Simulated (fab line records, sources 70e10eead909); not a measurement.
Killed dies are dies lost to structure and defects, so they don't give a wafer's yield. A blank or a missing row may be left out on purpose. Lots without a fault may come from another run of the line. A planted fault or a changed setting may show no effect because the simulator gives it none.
fab line records | flow nand_harc
record lots=10 wafers=30 last_day=32
route steps=1302 shown P_GATE@127 THIN_TSV@1250 END@1301
lots that met no fault: from a run of the same line without faults
start_h: hours from the record's first day to the start of the lot's first wafer shown | wait_h: hours since the lot's step before | " the same as in the row above | L1.1+2: a row that stands for several wafers | - no value, or no start given | * or withheld: withheld | < > ~ a bound
route shown NAME@n: a module of which the file shows steps, and the number in the route of the first | usual: mean/standard deviation of fault-free wafers | same: alike in all rows | chamber/n: place in a boat | sites: the reading at each site | _std_site: their standard deviation | _edge_site: outer sites' mean less inner sites' | radius_mm: how far each site lies from the wafer's centre | mask NAME#n: copy n | behind: the tool/chamber that last shaped the wafer | hold: why the lot was held/for how many hours/how that ended | device: the transistor (n, p or np) that didn't switch | end of line: the same wafers' tests at the end of the route | a step without rows: its recipe alone | killed: dies lost to structure and defects at the first sort, not the wafer's yield | map: a wafer's dies, x killed, . not, _ none there
set.NAME: the setting as run; set.NAME@STEP: as run at that earlier step | model.NAME: the simulator's own value behind a step, which no gauge read
steps of the route over a sample of lots; a table a step, a row a wafer
services: from which hour (start_h, from the record's first day; less than 0 if before it) a tool's chamber was out of use, for how many hours, and why
## steps
# step NHARC_P_GATE_PRECLEAN_71
# recipe time_s=* temp_c=50 bath_age_min=0 chemistry=SC1
# usual sc1_h2o2_end_mol_l=0.3698/0.00064
# columns lot.wafer tool chamber start_h wait_h sc1_h2o2_end_mol_l
L585.3 wet_bench-02 7 94.95 - 0.3689
L585.4 " 0 " " 0.3693
L585.1 " 1 " " 0.3701
L586.1 wet_bench-01 4 95.11 - 0.3707
L586.2 " 5 " " 0.3698
L586.4 " 6 " " 0.3699
L592.2 wet_bench-01 1 150.13 - 0.3711
L592.5 " 4 " " 0.3702
L592.1 " 5 " " 0.3689
L593.5 wet_bench-01 7 164.48 - 0.3701
L593.2 " 1 " " 0.3689
L593.3 " 3 " " 0.3690
L595.3 wet_bench-01 5 179.76 - 0.3705
L595.2 " 1 " " 0.3703
L595.6 " 2 " " 0.3700
L597.6 wet_bench-04 3 200.09 - 0.3697
L597.1 " 4 " " 0.3697
L597.5 " 6 " " 0.3712
L598.5 wet_bench-02 4 210.59 - 0.3701
L598.2 " 6 " " 0.3701
L598.1 " 0 " " 0.3691
L601.5 wet_bench-04 1 244.52 - 0.3702
L601.3 " 2 " " 0.3690
L601.2 " 3 " " 0.3698
L603.5 wet_bench-04 1 262.01 - 0.3698
L603.4 " 4 " " 0.3695
L603.2 " 6 " " 0.3708
L605.3 wet_bench-02 7 279.91 - 0.3702
L605.5 " 2 " " 0.3695
L605.4 " 3 " " 0.3710
# step NHARC_THIN_TSV_DEP_43
# recipe target_thk_a=13285 temp_c=withheld pressure_torr=6.5 rf_w=900 teos_flow_sccm=161.4 flow_sccm=2650 target_thk_nm=1328.5 gas=O2 material=SiO2
# usual throttle_valve_pct=15.8/0.65
# columns lot.wafer tool chamber start_h wait_h throttle_valve_pct
L585.1 pecvd-03 2 572.49 - 15.6
L585.3 " 0 " " 15.8
L585.4 " 0 " " 15.5
L586.1 pecvd-04 0 573.67 - 14.6
L586.2 " 1 " " 16.6
L586.4 " 0 " " 14.5
L593.2 pecvd-03 1 630.37 - 15.2
L593.3 " 2 " " 16.1
L593.5 " 1 " " 15.7
L592.1 pecvd-03 0 631.50 - 15.4
L592.2 " 2 " " 15.8
L592.5 " 2 " " 15.8
L597.1 pecvd-04 2 656.54 - 15.7
L597.5 " 1 " " 16.3
L597.6 " 2 " " 15.3
L595.3 pecvd-04 0 657.75 - 14.7
L595.2 " 1 " " 16.2
L595.6 " 1 " " 16.3
L598.2 pecvd-03 1 680.34 - 15.4
L598.1 " 2 " " 15.9
L598.5 " 1 " " 15.5
L601.2 pecvd-03 2 719.90 - 16.0
L601.3 " 1 " " 15.6
L601.5 " 2 " " 16.4
L605.3 pecvd-04 2 731.94 - 15.4
L605.5 " 0 " " 14.7
L605.4 " 1 " " 16.4
L603.2 pecvd-02 1 735.02 - 17.1
L603.4 " 0 " " 16.5
L603.5 " 1 " " 17.3
# step NHARC_THIN_TSV_ETCH_15
# recipe target_depth_a=30000 bosch_target_overetch_cycles=2 bosch_etch_step_s=2.8 bosch_dep_step_s=1.2 bosch_cycles=14
# usual drypump_motor_current_A=5.7/0.45
# columns lot.wafer tool chamber start_h wait_h drypump_motor_current_A rf_hours_counter_h
L585.3 rie_si-06 2 573.98 - 5.4 0.58
L585.4 " 0 " " 4.8 0.53
L585.1 " 1 " " 6.3 0.53
L586.1 rie_si-02 0 575.20 - 5.9 0.80
L586.4 " 1 " " 5.2 0.73
L586.2 " 2 " " 5.5 0.86
L593.2 rie_si-06 0 631.86 - 4.8 0.07
L593.3 " 1 " " 6.3 0.07
L593.5 " 3 " " 5.7 -
L592.1 rie_si-06 0 633.17 - 4.8 0.11
L592.2 " 2 " " 5.4 0.11
L592.5 " 0 " " 4.8 -
L597.1 rie_si-06 1 658.29 - 6.3 0.24
L597.5 " 0 " " 4.8 -
L597.6 " 1 " " 6.3 -
L595.3 rie_si-02 1 659.25 - 5.2 0.16
L595.2 " 2 " " 5.4 0.02
L595.6 " 3 " " 6.3 -
L598.1 rie_si-06 2 682.00 - 5.4 0.38
L598.2 " 0 " " 4.8 0.37
L598.5 " 2 " " 5.4 -
L601.2 rie_si-02 2 721.44 - 5.4 0.42
L601.3 " 3 " " 6.3 0.45
L601.5 " 1 " " 5.2 -
L605.4 rie_si-02 0 733.52 - 5.9 0.53
L605.3 " 1 " " 5.2 0.68
L605.5 " 2 " " 5.5 -
L603.4 rie_si-06 0 736.51 - 4.8 0.72
L603.2 " 3 " " 5.7 0.76
L603.5 " 0 " " 4.8 -
# step NHARC_THIN_TSV_CD_MEAS_37
# usual cd_nm=5000.1/2.3
# columns lot.wafer tool chamber start_h wait_h cd_nm
L585.1 cd_sem-03 - 580.80 - 5002.3
L585.3 " - " " 5001.6
L585.4 " - " " 5002.6
L586.1 cd_sem-01 - 581.78 - 5002.7
L586.2 " - " " 5004.1
L586.4 " - " " 5001.9
L593.2 cd_sem-02 - 638.54 - 4999.0
L593.3 " - " " 5000.8
L593.5 " - " " 5000.4
L592.1 cd_sem-01 - 639.86 - 5002.9
L592.2 " - " " 5003.7
L592.5 " - " " 5005.4
L597.1 cd_sem-01 - 664.97 - 5001.3
L597.5 " - " " 4998.3
L597.6 " - " " 5000.4
L595.2 cd_sem-02 - 666.04 - 4997.8
L595.3 " - " " 4999.7
L595.6 " - " " 4998.2
L598.1 cd_sem-02 - 688.77 - 4997.6
L598.2 " - " " 5000.2
L598.5 " - " " 4998.5
L601.2 cd_sem-01 - 728.24 - 4998.9
L601.3 " - " " 5001.8
L601.5 " - " " 4998.8
L605.3 cd_sem-02 - 740.03 - 5001.5
L605.4 " - " " 4999.5
L605.5 " - " " 5003.8
L603.2 cd_sem-03 - 743.09 - 4996.2
L603.4 " - " " 4997.3
L603.5 " - " " 4997.8
# step NHARC_END_WLT_00
# usual VT_DECK1_BOTTOM=0.871/0.0072 VT_DECK1_BOTTOM_INNER=0.871/0.0069 VT_DECK1_MEDIAN_NEAR_BOTTOM=0.873/0.0068 VT_DECK1_MEDIAN_NEAR_BOTTOM_INNER=0.872/0.0067 VT_DECK1_MIDDLE=0.884/0.0071 VT_DECK1_MIDDLE_INNER=0.884/0.0069 VT_DECK1_TOP=0.895/0.0067 VT_DECK1_TOP_INNER=0.895/0.0067 VT_DECK2_BOTTOM=0.871/0.007 VT_DECK2_BOTTOM_INNER=0.872/0.0065 VT_DECK2_MEDIAN_NEAR_BOTTOM=0.873/0.0066 VT_DECK2_MEDIAN_NEAR_BOTTOM_INNER=0.873/0.0066 VT_DECK2_MIDDLE=0.884/0.0068 VT_DECK2_MIDDLE_INNER=0.884/0.0069 VT_DECK2_TOP=0.896/0.0068 VT_DECK2_TOP_INNER=0.896/0.0068
# columns lot.wafer tool chamber start_h wait_h VT_DECK1_BOTTOM VT_DECK1_BOTTOM_INNER VT_DECK1_MEDIAN_NEAR_BOTTOM VT_DECK1_MEDIAN_NEAR_BOTTOM_INNER VT_DECK1_MIDDLE VT_DECK1_MIDDLE_INNER VT_DECK1_TOP VT_DECK1_TOP_INNER VT_DECK2_BOTTOM VT_DECK2_BOTTOM_INNER VT_DECK2_MEDIAN_NEAR_BOTTOM VT_DECK2_MEDIAN_NEAR_BOTTOM_INNER VT_DECK2_MIDDLE VT_DECK2_MIDDLE_INNER VT_DECK2_TOP VT_DECK2_TOP_INNER
L586.1 prober-01 - 588.75 0.0 0.876 0.875 0.879 0.867 0.886 0.886 0.902 0.894 0.875 0.868 0.871 0.869 0.888 0.881 0.897 0.890
L586.2 " - " " 0.871 0.866 0.870 0.865 0.879 0.876 0.895 0.890 0.876 0.878 0.880 0.877 0.891 0.894 0.895 0.900
L586.4 " - 590.27 1.6 0.865 0.872 0.879 0.879 0.885 0.890 0.894 0.899 0.873 0.868 0.877 0.878 0.889 0.888 0.905 0.898
L585.1 prober-02 - 588.76 0.1 0.871 0.858 0.858 0.857 0.871 0.873 0.888 0.895 0.879 0.878 0.879 0.879 0.888 0.898 0.907 0.906
L585.3 " - " " 0.862 0.856 0.864 0.869 0.873 0.878 0.891 0.889 0.870 0.878 0.879 0.872 0.889 0.894 0.903 0.897
L585.4 " - " " 0.871 0.858 0.864 0.867 0.872 0.869 0.883 0.891 0.873 0.884 0.878 0.869 0.880 0.891 0.901 0.900
L593.2 prober-02 - 644.22 0.6 0.895 0.887 0.894 0.892 0.903 0.905 0.913 0.913 0.895 0.881 0.890 0.888 0.899 0.892 0.906 0.906
L593.3 " - " " 0.887 0.877 0.892 0.892 0.908 0.901 0.913 0.917 0.880 0.879 0.883 0.887 0.892 0.895 0.913 0.915
L593.5 " - " " 0.892 0.888 0.895 0.895 0.905 0.910 0.918 0.922 0.883 0.885 0.895 0.889 0.897 0.888 0.908 0.902
L592.1 prober-01 - 644.28 0.6 0.884 0.877 0.889 0.876 0.897 0.890 0.903 0.908 0.897 0.896 0.895 0.897 0.912 0.903 0.916 0.922
L592.2 " - " " 0.876 0.880 0.872 0.879 0.891 0.888 0.909 0.906 0.893 0.896 0.887 0.902 0.903 0.915 0.921 0.922
L592.5 " - 646.25 2.6 0.877 0.872 0.877 0.877 0.888 0.887 0.899 0.891 0.889 0.893 0.896 0.901 0.916 0.902 0.925 0.913
L597.1 prober-01 - 667.12 0.0 0.884 0.877 0.888 0.870 0.887 0.889 0.896 0.897 0.871 0.866 0.873 0.867 0.880 0.878 0.894 0.894
L597.5 " - 669.11 2.0 0.876 0.873 0.870 0.872 0.886 0.882 0.897 0.896 0.867 0.877 0.881 0.872 0.887 0.888 0.895 0.895
L597.6 " - " " 0.882 0.881 0.884 0.879 0.889 0.888 0.907 0.911 0.871 0.871 0.876 0.873 0.883 0.875 0.888 0.900
L595.2 prober-01 - 675.46 4.8 0.895 0.901 0.895 0.891 0.914 0.906 0.922 0.926 0.889 0.891 0.891 0.894 0.911 0.915 0.925 0.915
L595.3 " - " " 0.889 0.888 0.895 0.889 0.899 0.901 0.914 0.915 0.897 0.892 0.888 0.898 0.908 0.910 0.918 0.921
L595.6 " - 677.50 6.9 0.894 0.892 0.889 0.889 0.905 0.900 0.919 0.920 0.899 0.895 0.898 0.901 0.909 0.912 0.920 0.920
L598.1 prober-01 - 693.33 0.0 0.872 0.868 0.867 0.867 0.881 0.887 0.897 0.902 0.871 0.863 0.871 0.879 0.882 0.874 0.892 0.886
L598.2 " - " " 0.879 0.877 0.875 0.875 0.875 0.882 0.893 0.896 0.869 0.866 0.867 0.866 0.878 0.880 0.883 0.893
L598.5 " - 695.32 2.0 0.872 0.874 0.882 0.878 0.884 0.883 0.888 0.894 0.864 0.866 0.868 0.864 0.882 0.881 0.891 0.890
L601.2 prober-02 - 734.02 0.6 0.883 0.877 0.888 0.878 0.892 0.887 0.900 0.893 0.878 0.873 0.870 0.868 0.892 0.888 0.898 0.897
L601.3 " - " " 0.868 0.876 0.879 0.871 0.898 0.889 0.898 0.890 0.874 0.878 0.882 0.890 0.894 0.891 0.899 0.904
L601.5 " - 735.54 2.1 0.872 0.878 0.878 0.875 0.884 0.890 0.900 0.896 0.876 0.872 0.881 0.878 0.892 0.889 0.899 0.902
L605.3 prober-02 - 744.90 1.0 0.884 0.875 0.871 0.876 0.880 0.888 0.889 0.894 0.867 0.876 0.877 0.875 0.884 0.881 0.895 0.894
L605.4 " - " " 0.862 0.874 0.866 0.867 0.885 0.879 0.896 0.885 0.879 0.879 0.874 0.875 0.888 0.881 0.892 0.888
L605.5 " - " " 0.866 0.868 0.872 0.859 0.885 0.882 0.903 0.894 0.866 0.867 0.871 0.863 0.881 0.882 0.898 0.895
L603.2 prober-01 - 752.10 4.4 0.860 0.866 0.867 0.867 0.881 0.886 0.895 0.893 0.862 0.863 0.857 0.868 0.879 0.887 0.878 0.888
L603.4 " - 753.11 5.4 0.863 0.871 0.869 0.856 0.889 0.882 0.900 0.895 0.859 0.862 0.862 0.862 0.874 0.867 0.890 0.885
L603.5 " - " " 0.868 0.872 0.874 0.864 0.884 0.875 0.894 0.900 0.858 0.862 0.858 0.858 0.871 0.873 0.887 0.881
## services
# columns tool chamber start_h hours kind
rie_si-06 - 72.00 9.0 pm
pecvd-03 1 79.65 5.5 repair
pecvd-04 - 88.06 13.0 pm
rie_si-06 1 88.26 2.4 repair
rie_si-06 0 96.78 14.3 repair
rie_si-02 - 100.00 9.0 pm
wet_bench-01 - 101.60 8.0 pm
rie_si-06 0 124.20 9.0 repair
pecvd-03 - 135.37 1.5 repair
rie_si-06 0 148.44 4.8 repair
rie_si-06 1 151.33 3.1 repair
pecvd-03 - 185.31 13.0 pm
rie_si-06 - 249.00 9.0 pm
rie_si-06 0 305.50 3.5 repair
pecvd-03 2 326.93 5.9 repair
pecvd-03 - 330.68 2.4 repair
rie_si-06 2 347.47 1.5 repair
pecvd-03 - 366.31 13.0 pm
rie_si-06 - 426.00 9.0 pm
pecvd-03 2 495.96 17.4 repair
rie_si-06 - 520.15 44.6 repair
pecvd-03 - 547.31 13.0 pm
rie_si-06 - 603.00 9.0 pm
pecvd-03 - 728.31 13.0 pm
## key
first_sign step=NHARC_END_WLT_00 reading=VT_DECK2_MEDIAN_NEAR_BOTTOM_INNER direction=up sigmas=3.4 usual=0.873 struck=0.895
effect step=NHARC_END_WLT_00 reading=VT_DECK2_MIDDLE direction=up sigmas=3.1 usual=0.884 struck=0.905
met_at NHARC_P_GATE_PRECLEAN_71
struck_lots L592,L593,L595
tester_left_out L592,L593,L595
not_acting_at NHARC_THIN_TSV_DEP_43,NHARC_THIN_TSV_ETCH_15,NHARC_THIN_TSV_CD_MEAS_37
onset_between 95.11 150.13
fault kind=metallic_contamination_source tool=wet_bench-01 chamber=- onset_h=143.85 steps=NHARC_P_GATE_PRECLEAN_71 rate_cm2_per_visit=2.8112e+11 species=metal_fe_cm2
# tester_left_out: of these lots the tester's yield and bins aren't shown, on N5 and GAA mostly nor the transistor test; their killed dies are dies lost to structure and defects alone, not to doping, threshold or leakage, so they don't give the yield
